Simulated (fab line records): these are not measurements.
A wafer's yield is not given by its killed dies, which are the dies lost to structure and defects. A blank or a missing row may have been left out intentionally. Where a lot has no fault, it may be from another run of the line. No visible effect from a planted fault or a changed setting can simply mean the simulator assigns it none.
What tool caused it? ; flow nand_harc ; 12 lots with 36 wafers sampled at 6 steps, on a route of 1159 steps

== WHAT THE GAUGES SHOWED, per wafer ==
NHARC_P_M2_CD_MEAS_09: the cd target is 170 nm.
lot;measured;on;cd_nm (nm)
L474;day 6 06:29;cd_sem-01;169.7 170.5 170.2
L476;day 6 11:25;cd_sem-03;170.1 171.2 170.2
L478;day 7 09:46;cd_sem-01;170.8 169.9 170.1
L484;day 8 09:41;cd_sem-02;169.6 169.8 170.2
L483;day 8 10:16;cd_sem-01;170.5 169.3 170.0
L488;day 9 13:01;cd_sem-02;170.6 170.9 170.8
L487;day 10 05:14;cd_sem-01;169.0 169.2 170.0
L493;day 10 23:41;cd_sem-01;169.8 169.7 169.0
L495;day 11 02:48;cd_sem-01;171.1 170.6 170.6
L494;day 11 03:47;cd_sem-02;169.9 170.1 169.6
L496;day 11 17:23;cd_sem-01;170.1 169.7 169.3
L497;day 12 06:43;cd_sem-01;169.5 170.0 169.6

NHARC_P_M2_OVL_MEAS_10: pitch 340 nm.
lot;measured;on;overlay_x_nm (nm);overlay_y_nm (nm)
L474;day 6 06:34;overlay-02;1.0 0.6 0.3;-0.2 -0.1 -0.3
L476;day 6 11:31;overlay-02;0.0 0.3 0.1;0.6 1.3 0.7
L478;day 7 09:51;overlay-02;-0.2 -0.6 -0.6;-0.1 0.1 -0.2
L484;day 8 09:46;overlay-02;0.6 0.4 1.0;-0.8 -0.1 -0.7
L483;day 8 10:22;overlay-02;-1.3 -1.2 -1.2;0.1 0.2 -0.2
L488;day 9 13:07;overlay-02;-0.1 0.0 -0.4;-0.9 -0.8 -1.3
L487;day 10 05:20;overlay-01;2.0 2.1 1.7;-0.8 -0.3 -0.6
L493;day 10 23:46;overlay-02;1.2 0.9 1.1;0.8 0.5 1.1
L495;day 11 02:53;overlay-01;0.8 0.1 0.7;-0.5 0.4 0.4
L494;day 11 03:52;overlay-02;0.2 0.1 0.9;0.4 0.3 0.5
L496;day 11 17:28;overlay-01;0.7 1.2 0.2;-1.7 -1.4 -1.8
L497;day 12 06:47;overlay-01;-0.2 -0.3 0.1;-0.4 0.0 -0.9

NHARC_P_BONDPAD_THK_MEAS_33: measures by ellipsometry.
lot;measured;on;thk_nm (nm)
L474;day 6 10:28;film_metro-01;200.3 199.4 200.9
L476;day 6 15:29;film_metro-02;198.4 199.1 199.0
L478;day 7 14:29;film_metro-01;198.2 199.0 197.5
L484;day 8 13:57;film_metro-02;253.0 253.1 255.5
L483;day 8 14:16;film_metro-02;252.1 249.6 256.6
L488;day 9 17:11;film_metro-01;252.7 247.2 253.7
L487;day 10 09:19;film_metro-02;198.1 199.7 199.5
L493;day 11 04:04;film_metro-02;201.4 199.6 202.3
L495;day 11 06:46;film_metro-02;201.8 202.3 201.5
L494;day 11 07:49;film_metro-01;201.4 201.4 201.9
L496;day 11 21:26;film_metro-02;203.2 201.5 200.0
L497;day 12 10:53;film_metro-02;199.6 199.2 197.9

NHARC_END_SORT_01.
lot;measured;on;defect_limited_yield (%);killed_at_array;killed_at_other;killed_at_periphery;killed_dies;killed_open;killed_short;sort_bin_2_pct (%);sort_bin_3_pct (%);sort_bin_4_pct (%);sort_n_pass;sort_rim_yield_pct (%);sort_yield_pct (%)
L474;day 20 01:11;prober-02;96.6 98.1 97.0;21 11 19;0 0 0;2 2 1;23 13 20;3 3 2;1 3 1;1.0 0.9 0.6;0 0 0.15;2.4 1.0 2.2;654 664 657;97 98 94;96.6 98.1 97.0
L476;day 20 01:04;prober-01;96.8 94.5 95.1;22 33 29;0 0 0;0 4 4;22 37 33;2 3 2;1 1 3;1.0 1.2 1.2;0.15 0.15 0.74;2.1 4.1 3.0;655 640 644;95 94 95;96.8 94.5 95.1
L478;day 21 09:08;prober-01;96.0 95.9 97.0;22 24 15;0 0 0;5 4 5;27 28 20;4 1 2;3 1 1;1.8 1.5 0.6;0.30 0.15 0.30;1.9 2.5 2.1;650 649 657;97 100 93;96.0 95.9 97.0
L484;day 22 09:43;prober-01;0 0 0;22 18 16;3 1 1;652 658 660;677 677 677;7 4 2;1 1 0;97.6 97.5 97.9;0 0.44 0;2.4 2.1 2.1;0 0 0;0 0 0;0 0 0
L483;day 21 13:15;prober-02;0 0 0;28 16 24;1 0 0;648 661 653;677 677 677;4 3 2;4 2 3;96.3 98.1 96.8;0.30 0.15 0.44;3.4 1.8 2.8;0 0 0;0 0 0;0 0 0
L488;day 22 11:19;prober-02;0 0 0;44 45 48;0 1 0;633 631 629;677 677 677;5 5 2;1 4 3;95.7 95.3 94.4;0.15 0.15 0.89;4.1 4.6 4.7;0 0 0;0 0 0;0 0 0
L487;day 23 20:25;prober-01;91.9 93.5 94.8;51 42 32;0 0 1;4 2 2;55 44 35;6 4 2;2 1 4;2.5 2.4 2.2;0.30 0.30 0.30;5.3 3.8 2.7;622 633 642;96 92 92;91.9 93.5 94.8
L493;day 24 21:21;prober-02;95.7 93.2 92.9;29 42 44;0 0 0;0 4 4;29 46 48;0 3 4;1 1 3;1.9 1.6 2.4;0.30 0.74 0.15;2.1 4.4 4.6;648 631 629;95 98 90;95.7 93.2 92.9
L495;day 24 21:24;prober-01;93.5 94.2 95.7;41 32 25;1 0 1;2 7 3;44 39 29;2 5 0;2 3 3;2.7 1.2 0.9;0.15 0.15 0.30;3.7 4.4 3.1;633 638 648;92 98 93;93.5 94.2 95.7
L494;day 24 12:01;prober-01;93.4 91.9 93.8;43 53 40;0 0 0;2 2 2;45 55 42;4 5 3;3 3 0;2.7 1.9 1.3;0.44 0.30 0.74;3.5 5.9 4.1;632 622 635;89 90 93;93.4 91.9 93.8
L496;day 25 03:29;prober-01;92.6 92.3 93.9;46 51 41;0 1 0;4 0 0;50 52 41;4 0 0;2 1 1;3.2 1.6 2.1;0.15 0.30 0.30;4.0 5.8 3.7;627 625 636;95 99 93;92.6 92.3 93.9
L497;day 25 11:16;prober-01;95.0 95.9 94.5;29 27 31;0 0 0;5 1 6;34 28 37;4 4 5;1 2 2;1.9 1.5 1.3;0 0.15 0.44;3.1 2.5 3.7;643 649 640;99 96 96;95.0 95.9 94.5

== TOOL THAT RAN EACH LOT (tool first, then ch and the chambers of the sampled wafers, then the start) ==
lot;NHARC_P_M2_PVD_21;NHARC_P_BONDPAD_CMP_32
L474;pvd_sputter-02, day 6 10:14 or earlier;cmp-01 ch 0,3, day 6 10:14
L476;pvd_sputter-01, day 6 15:14 or earlier;cmp-04 ch 0,3, day 6 15:14
L478;pvd_sputter-02, day 7 14:14 or earlier;cmp-04 ch 0,1,2, day 7 14:14
L484;pvd_sputter-03, day 8 13:45 or earlier;cmp-02 ch 0,2,3, day 8 13:45
L483;pvd_sputter-01, day 8 14:02 or earlier;cmp-04 ch 1,2, day 8 14:02
L488;pvd_sputter-02, day 9 17:01 or earlier;cmp-04 ch 0,1,3, day 9 17:01
L487;pvd_sputter-03, day 10 09:04 or earlier;cmp-02 ch 0,1,3, day 10 09:04
L493;pvd_sputter-03, day 11 03:51 or earlier;cmp-04 ch 2,3, day 11 03:51
L495;pvd_sputter-03, day 11 06:35 or earlier;cmp-02 ch 0,2,3, day 11 06:35
L494;pvd_sputter-02, day 11 07:37 or earlier;cmp-02 ch 0,1,2, day 11 07:37
L496;pvd_sputter-02, day 11 21:11 or earlier;cmp-02 ch 0,1,2, day 11 21:11
L497;pvd_sputter-01, day 12 10:38 or earlier;cmp-01 ch 1,2,3, day 12 10:38
- NHARC_P_M2_PVD_21: deposits Cu, target thk 30 nm, time 20.49 s.
- NHARC_P_BONDPAD_CMP_32: polishes SiCN, target thk 200 nm.

== AS READ BY THE TOOLS THEMSELVES (means over the sampled wafers that have a number; for cases with no such wafer, the mark the record gives instead) ==
NHARC_P_M2_PVD_21.
lot;tool;throttle_valve_pct (%)
L474;pvd_sputter-02;29.9
L476;pvd_sputter-01;29.7
L478;pvd_sputter-02;29.5
L484;pvd_sputter-03;30.1
L483;pvd_sputter-01;31.2
L488;pvd_sputter-02;29.3
L487;pvd_sputter-03;30.1
L493;pvd_sputter-03;30.8
L495;pvd_sputter-03;30.4
L494;pvd_sputter-02;29.7
L496;pvd_sputter-02;30.0
L497;pvd_sputter-01;30.0

NHARC_P_BONDPAD_CMP_32.
lot;tool;edge_zone_pressure_frac;motor_current_A (A)
L474;cmp-01;1.000;11.9
L476;cmp-04;0.998;11.8
L478;cmp-04;0.998;11.5
L484;cmp-02;-;-
L483;cmp-04;-;-
L488;cmp-04;-;-
L487;cmp-02;1.003;11.5
L493;cmp-04;1.004;11.9
L495;cmp-02;1.003;11.4
L494;cmp-02;1.000;11.6
L496;cmp-02;1.002;11.8
L497;cmp-01;0.997;12.2

== THE ANSWER, worked out from the rows above alone ==
Rule: usual is defined by the lots themselves. The widest of any qualifying gaps counts: lots, ordered by their means at a reading, are off when they make up no more than a third of the lots, leave a main group of 4 or more, and stand apart from it by 3 or more times the standard deviation of that group's means. A main group whose means are all the same, to the digits that the tables above print for the reading, isn't used. A lot without any number at a reading at which 4 lots or more have one is off too. Where the step has rows for the other lots, those lots are counted as sound. Order of review: gauges by route order, followed by the tools' own readings, for which a lot's mean as printed above is used. The first step at which some lot is off is used, and at that step the reading that is off furthest; a lot without a number counts as furthest.
Off: L484, L483, L488, at NHARC_P_BONDPAD_THK_MEAS_33 (thk_nm). Main group: mean 200.2 nm, sd 1.3.
A tool fits if, at a process step before that reading, it ran every lot that is off, and no sound lot after the first of them. Not tried: the gauges at NHARC_P_BONDPAD_THK_MEAS_33; whatever is off there is also off at NHARC_END_SORT_01, on other tools, and gauge error can't account for it. Because NHARC_P_M2_PVD_21 lacks a start for some lots, the hours and order of its lots are taken from NHARC_P_BONDPAD_CMP_32. Not one of the candidates tried fits.

== WHAT HAD BEEN PUT IN BY THE SIMULATOR ==
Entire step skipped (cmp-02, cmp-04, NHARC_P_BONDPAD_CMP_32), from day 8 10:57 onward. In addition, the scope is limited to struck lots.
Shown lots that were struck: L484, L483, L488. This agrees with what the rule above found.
